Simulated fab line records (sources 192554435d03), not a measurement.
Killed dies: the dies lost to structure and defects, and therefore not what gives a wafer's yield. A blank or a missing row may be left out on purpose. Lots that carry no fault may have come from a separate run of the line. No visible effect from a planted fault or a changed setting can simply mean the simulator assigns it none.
Which tool is to blame? ; flow n5 finfet ; 9 lots with 27 wafers sampled at 4 steps, on a route of 1938 steps

== WHAT THE GAUGES READ, wafer by wafer ==
N5_MOL_CONTACT_COAG_INSPECT_57: inspects for defects (brightfield).
lot;measured;on;raw defect count
L526;day 6 08:00;defect inspect-01;130 134 181
L528;day 6 13:51;defect inspect-01;197 242 293
L532;day 7 12:17;defect inspect-01;232 174 273
L534;day 8 05:13;defect inspect-01;221 165 761
L538;day 9 01:43;defect inspect-01;237 820 224
L539;day 9 09:45;defect inspect-01;221 187 240
L542;day 10 01:37;defect inspect-02;205 191 115
L544;day 10 15:37;defect inspect-01;238 254 212
L545;day 10 18:27;defect inspect-02;199 186 163

== WHAT TOOL EACH LOT RAN ON (gives the tool, then ch and the chambers of the sampled wafers, and finally the start) ==
lot;N5_MOL_CONTACT_COAG_PRE_CLEAN_141;N5_MOL_CONTACT_COAG_SPUTTER_130;N5_MOL_CONTACT_COAG_CMP_28
L526;pvd sputter-03, day 6 02:13;pvd sputter-01, day 6 04:09;cmp-01 ch 0,1, day 6 06:47
L528;pvd sputter-02, day 6 07:43;pvd sputter-02, day 6 09:49;cmp-01 ch 0,3, day 6 12:35
L532;pvd sputter-03, day 7 06:09;pvd sputter-01, day 7 08:27;cmp-03 ch 1,2, day 7 11:03
L534;pvd sputter-02, day 7 22:31;pvd sputter-02, day 8 00:53;cmp-01 ch 0,1,2, day 8 03:49
L538;pvd sputter-02, day 8 19:13;pvd sputter-03, day 8 21:37;cmp-01 ch 0,2,3, day 9 00:19
L539;pvd sputter-02, day 9 02:08;pvd sputter-03, day 9 05:14;cmp-03 ch 1,2, day 9 07:49
L542;pvd sputter-03, day 9 18:57;pvd sputter-01, day 9 21:32;cmp-03 ch 2,3, day 10 00:13
L544;pvd sputter-02, day 10 09:22;pvd sputter-02, day 10 11:44;cmp-04 ch 0,2,3, day 10 14:28
L545;pvd sputter-01, day 10 11:52;pvd sputter-01, day 10 14:37;cmp-04 ch 1,2,3, day 10 17:11
- N5_MOL_CONTACT_COAG_PRE_CLEAN_141: time 60 s.
- N5_MOL_CONTACT_COAG_SPUTTER_130: material Co, target thk 47.5 nm.
- N5_MOL_CONTACT_COAG_CMP_28: polishes, stops on SiNx, t overpolish 0.85 s, target thk 14.522 nm.

== THE ANSWER, worked out from the rows above alone ==
Rule: the lots themselves supply what counts as usual. Put in order of their means at a reading, lots are off if they are a third of the lots or fewer, leave a main group of 4 or more, and stand apart from it by a gap of 3 or more times the standard deviation of the main group's means; of several such gaps the widest counts. A main group is skipped when, at the precision printed for the reading in the tables above, its means are all equal. Also off: a lot with no number at a reading for which 4 or more lots have one. All remaining lots with rows at the step are treated as sound.
Off: L534, L538, at N5_MOL_CONTACT_COAG_INSPECT_57 (raw defect count). The main group has a mean of 203 with a standard deviation of 34.
If a tool, at a process step before that reading, ran all the lots that are off and no sound lot after the first of them, it fits. Those tools and the gauges at N5_MOL_CONTACT_COAG_INSPECT_57 are tried in the same way. One fits: cmp-01 at N5_MOL_CONTACT_COAG_CMP_28. A fault onset in the window from L528 (day 6 12:35, its last sound lot) to L534 (day 8 03:49, its first lot off) fits.

== WHAT HAD BEEN PUT IN BY THE SIMULATOR ==
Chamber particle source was cmp-01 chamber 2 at N5_MOL_CONTACT_COAG_CMP_28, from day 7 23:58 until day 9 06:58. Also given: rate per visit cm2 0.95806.
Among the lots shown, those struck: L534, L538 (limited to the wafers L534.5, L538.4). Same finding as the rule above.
